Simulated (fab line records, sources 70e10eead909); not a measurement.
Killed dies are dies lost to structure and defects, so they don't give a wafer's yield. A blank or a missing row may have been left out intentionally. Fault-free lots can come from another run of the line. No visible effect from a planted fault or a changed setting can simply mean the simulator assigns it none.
Matching of chambers -- flow nand harc -- NHARC_P_GATE_DESCUM_61 on rie diel-02: 4 sister chambers
The step chemistry O2, time 3 s. 4 wafers are shown with their chamber, then 7 later ones without.

== WAFERS, EACH WITH ITS CHAMBER ==
wafer,chamber,drypump motor current A (A)
L415.5,1,6.7
L419.3,2,6.6
L419.5,0,5.3
L424.5,3,5.9

== WAFERS WHOSE CHAMBER IS MISSING ==
wafer,drypump motor current A (A)
L424.6,6.5
L429.1,5.3
L429.3,6.5
L429.6,6.7
L435.2,6.6
L435.4,6.6
L435.6,5.9

== CHAMBER TAKEN BY EACH ==
wafer,from the rows above,in truth
L424.6,can't be placed: 2 or 1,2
L429.1,0,0
L429.3,can't be placed: 2 or 1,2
L429.6,can't be placed: 1 or 2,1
L435.2,can't be placed: 2 or 1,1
L435.4,can't be placed: 2 or 1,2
L435.6,3,3
Correctly placed: 2 of 7. Not placeable from these rows: 5 (in 5, the candidates include the true chamber). Wrongly placed: 0.
How it was worked out, from the rows above alone: a wafer's distance from a chamber is the root of the sum, over the readings, of the square of ((its reading less the chamber's mean) divided by the reading's scatter). If the next closest chamber is less than 2 further off than the closest, the wafer can't be placed; otherwise it belongs to the closest. A chamber's mean is the mean of its shown wafers. The scatter: with one shown wafer a chamber, the root of the mean of the squares of how far each hidden wafer lies from its nearest shown one.
